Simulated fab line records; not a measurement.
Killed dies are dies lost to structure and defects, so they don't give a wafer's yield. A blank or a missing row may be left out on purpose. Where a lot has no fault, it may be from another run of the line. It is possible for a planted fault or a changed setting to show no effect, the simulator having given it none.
Which tool is to blame? | flow n5 finfet | 11 lots, 33 wafers sampled, at 6 steps of a route of 1938

WHAT THE GAUGES SHOWED, per wafer
N5_BEOL_M0_OCD_MEAS_108.
lot  | measured     | on     | trench depth nm (nm)
L075 | day 6 03:03  | ocd-02 | 32.4 32.3 33.2
L078 | day 6 16:54  | ocd-01 | 33.0 32.7 32.1
L080 | day 7 15:59  | ocd-01 | 32.0 31.1 33.4
L082 | day 7 22:40  | ocd-02 | 33.1 31.9 32.7
L083 | day 8 04:01  | ocd-01 | 32.5 31.6 32.9
L086 | day 8 18:32  | ocd-01 | 33.4 32.8 32.9
L089 | day 9 16:34  | ocd-01 | 33.2 32.6 33.1
L091 | day 9 22:38  | ocd-02 | 32.9 33.4 33.6
L093 | day 10 19:11 | ocd-01 | 32.5 33.4 32.8
L095 | day 11 06:17 | ocd-02 | 32.9 32.8 33.2
L097 | day 11 23:46 | ocd-01 | 32.0 32.7 32.1

EACH LOT AND THE TOOL THAT RAN IT (in order: tool; ch and the chambers of the sampled wafers; start)
lot  | N5_BEOL_M0_SAQP_HM_OPEN_112        | N5_BEOL_M0_SAQP_STRIP_86           | N5_BEOL_M0_SAQP_RECESS_114         | N5_BEOL_M0_SAQP_RECESS_109         | N5_BEOL_M0_ETCH_138
L075 | rie diel-03 ch 0,3, day 5 17:23    | rie diel-04 ch 0,2,3, day 5 17:34  | vapor etch-01 ch 1, day 5 17:42    | vapor etch-01 ch 0, day 5 19:52    | rie diel-06 ch 1,3, day 5 23:00
L078 | rie diel-04 ch 0,2, day 6 10:08    | rie diel-03 ch 0,2,3, day 6 10:19  | vapor etch-01 ch 0,1, day 6 10:49  | vapor etch-02 ch 0,1, day 6 12:46  | rie diel-02 ch 1,2, day 6 15:58
L080 | rie diel-01 ch 0,2,3, day 7 08:40  | rie diel-04 ch 1,2,3, day 7 08:50  | vapor etch-01 ch 0,1, day 7 09:05  | vapor etch-02 ch 0,1, day 7 12:04  | rie diel-02 ch 0,1,2, day 7 15:01
L082 | rie diel-01 ch 0,2,3, day 7 14:36  | rie diel-03 ch 0,1,2, day 7 14:47  | vapor etch-02 ch 0,1, day 7 14:55  | vapor etch-01 ch 0,1, day 7 17:55  | rie diel-02 ch 0,1,2, day 7 21:01
L083 | rie diel-04 ch 0,2,3, day 7 21:39  | rie diel-03 ch 2,3, day 7 21:56    | vapor etch-02 ch 0,1, day 7 22:04  | vapor etch-01 ch 0,1, day 8 00:14  | rie diel-05 ch 0,2,3, day 8 03:23
L086 | rie diel-04 ch 1,2,3, day 8 11:15  | rie diel-04 ch 0,2,3, day 8 11:26  | vapor etch-02 ch 0,1, day 8 11:34  | vapor etch-02 ch 0,1, day 8 13:34  | rie diel-06 ch 1,2,3, day 8 17:25
L089 | rie diel-04 ch 0,1,2, day 9 09:11  | rie diel-01 ch 1,3, day 9 09:28    | vapor etch-01 ch 0,1, day 9 09:35  | vapor etch-01 ch 0,1, day 9 11:31  | rie diel-05 ch 0,1,3, day 9 14:52
L091 | rie diel-01 ch 0,1, day 9 14:59    | rie diel-01 ch 0,1,3, day 9 15:10  | vapor etch-02 ch 0, day 9 15:18    | vapor etch-02 ch 0,1, day 9 17:17  | rie diel-06 ch 1,2,3, day 9 21:15
L093 | rie diel-01 ch 0,1,3, day 10 08:52 | rie diel-03 ch 2,3, day 10 09:02   | vapor etch-01 ch 0,1, day 10 09:11 | vapor etch-01 ch 0,1, day 10 11:46 | rie diel-06 ch 0,1,3, day 10 15:38
L095 | rie diel-03 ch 1,2,3, day 10 21:10 | rie diel-03 ch 1,3, day 10 21:21   | vapor etch-01 ch 0,1, day 10 21:38 | vapor etch-01 ch 0,1, day 11 00:21 | rie diel-02 ch 1,2,3, day 11 03:26
L097 | rie diel-03 ch 0,2,3, day 11 17:40 | rie diel-03 ch 0,1,3, day 11 17:51 | vapor etch-02 ch 0,1, day 11 17:59 | vapor etch-02 ch 0,1, day 11 19:55 | rie diel-06 ch 0,2,3, day 11 23:12
- N5_BEOL_M0_SAQP_HM_OPEN_112: chemistry CHF3/O2, target SiO2, stops on a-Si, target depth 12 nm, time 13.5 s.
- N5_BEOL_M0_SAQP_STRIP_86: strips in N2/H2.
- N5_BEOL_M0_SAQP_RECESS_114: chemistry HF/NH3, target SiO2, target depth 14.4 nm, afs cycles 3, sublimation time 60 s.
- N5_BEOL_M0_SAQP_RECESS_109: chemistry HF/NH3, target SiO2, target depth 3 nm, afs cycles 1, sublimation time 60 s.
- N5_BEOL_M0_ETCH_138: etches SiCN in CH3F/O2, target depth 12 nm, time 31.6 s.

THE ANSWER, worked out from the rows above alone
Rule: the lots themselves supply what counts as usual. Put in order of their means at a reading, lots are off if they are a third of the lots or fewer, leave a main group of 4 or more, and stand apart from it by a gap of 3 or more times the standard deviation of the main group's means; of several such gaps the widest counts. Not used: any main group whose means are identical at the precision the tables above print for the reading. A lot without any number at a reading at which 4 lots or more have one is off too. Where the step has rows for the other lots, those lots are counted as sound.
No lot is off at any reading shown: from this, nothing can be told.

WHAT THE SIMULATOR HAD INSERTED
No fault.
